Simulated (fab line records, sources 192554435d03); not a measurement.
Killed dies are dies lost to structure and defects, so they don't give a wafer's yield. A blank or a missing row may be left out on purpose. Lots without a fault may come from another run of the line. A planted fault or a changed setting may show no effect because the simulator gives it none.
Split-lot experiment | flow n5_finfet | 7 lots, 21 wafers read, on a route of 1938 steps

THE SPLIT
At N5_BEOL_M4_TRENCH_ETCH_37 (etches SiOC in C4F6/O2, target depth 55.555 nm, time 29.2 s), the setting bias_w was moved away from the recipe's 185 W on 4 of the 21 wafers read, by -9.8% to +7.0%. The other wafers ran this setting at the recipe's value.

The reading is taken at the split's own step.

THE READING
rf_vpp_V, in V, at N5_BEOL_M4_TRENCH_ETCH_37 (etches SiOC in C4F6/O2, target depth 55.555 nm, time 29.2 s). Fault-free wafers of this fab line usually give 668 V, standard deviation 11 V.

wafer  | tool, chamber at the split | bias_w as run, W | against the recipe | rf_vpp_V, V | against lot-mates on the recipe
L078.2 | rie_diel-06, 3             | 185              | recipe             | 665         | -
L078.3 | rie_diel-06, 2             | 185              | recipe             | 655         | -
L078.5 | rie_diel-06, 0             | 185              | recipe             | 684         | -
L085.1 | rie_diel-06, 3             | 176.6            | -4.5%              | 642         | -18
L085.4 | rie_diel-06, 3             | 185              | recipe             | 664         | -
L085.5 | rie_diel-06, 2             | 185              | recipe             | 656         | -
L086.1 | rie_diel-05, 2             | 185              | recipe             | 685         | -
L086.5 | rie_diel-05, 2             | 185              | recipe             | 686         | -
L086.6 | rie_diel-05, 1             | 185              | recipe             | 665         | -
L092.1 | rie_diel-05, 0             | 185              | recipe             | 644         | -
L092.4 | rie_diel-05, 3             | 197.9            | +7.0%              | 713         | +48
L092.6 | rie_diel-05, 2             | 185              | recipe             | 685         | -
L093.2 | rie_diel-05, 0             | 166.8            | -9.8%              | 591         | -94
L093.4 | rie_diel-05, 2             | 185              | recipe             | 685         | -
L093.6 | rie_diel-05, 2             | 185              | recipe             | 686         | -
L094.2 | rie_diel-06, 3             | 173.5            | -6.2%              | 630         | -26
L094.3 | rie_diel-06, 2             | 185              | recipe             | 656         | -
L094.6 | rie_diel-06, 2             | 185              | recipe             | 655         | -
L096.1 | rie_diel-06, 2             | 185              | recipe             | 657         | -
L096.2 | rie_diel-06, 0             | 185              | recipe             | 683         | -
L096.3 | rie_diel-06, 3             | 185              | recipe             | 665         | -

THE FIT
A straight line over all 21 wafers: rf_vpp_V changes by +7.03 V for each +1% of bias_w; r = +0.86; the points scatter about the line by 14 V.
The same after taking each lot's own level away (the mean of its wafers on the recipe; 21 wafers): +7.4 V for each +1%; r = +0.88; scatter 13 V.
On that fit, the largest move of bias_w shifts the reading by 73 V.
The lots' own levels span 655.5 to 685.5 V, that is 2.7 times the standard deviation above.
So the lot-to-lot level changes the slope little: the two slopes agree.
Check: with one of the wafers moved furthest among these (-9.8%) left out of the fit, the line predicts -51.9 V for it against its lot-mates. It came out at -94.5 V against them.
Tool readings at the split's step, against how far the setting was moved: rf_vpp_V r = +0.86.

OTHER SPLITS ON THESE WAFERS
These wafers also went through other splits before the reading. Each is held against what the fit with the lots' levels taken away leaves over:
other split on the same wafers     | wafers away from the commonest value | r with rf_vpp_V (lot level and that fit taken away)
N5_BEOL_M1_COAT_73 spin_rpm        | 6                                    | -0.28
N5_BEOL_M1_ETCH_64 bias_w          | 7                                    | +0.01
N5_BEOL_M1_COAT_76 spin_rpm        | 9                                    | +0.05
N5_BEOL_M2_COAT_76 spin_rpm        | 6                                    | +0.42
N5_BEOL_M2_ETCH_69 bias_w          | 5                                    | +0.11
N5_BEOL_M2_TRENCH_ETCH_37 source_w | 6                                    | -0.22
N5_BEOL_M3_TRENCH_ETCH_37 source_w | 9                                    | +0.03
N5_BEOL_M3_ETCH_41 target_depth_a  | 11                                   | +0.16

THE FILE'S OWN FIT
rf_vpp_V changes by +7.33 V for each +1% of bias_w, r = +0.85.
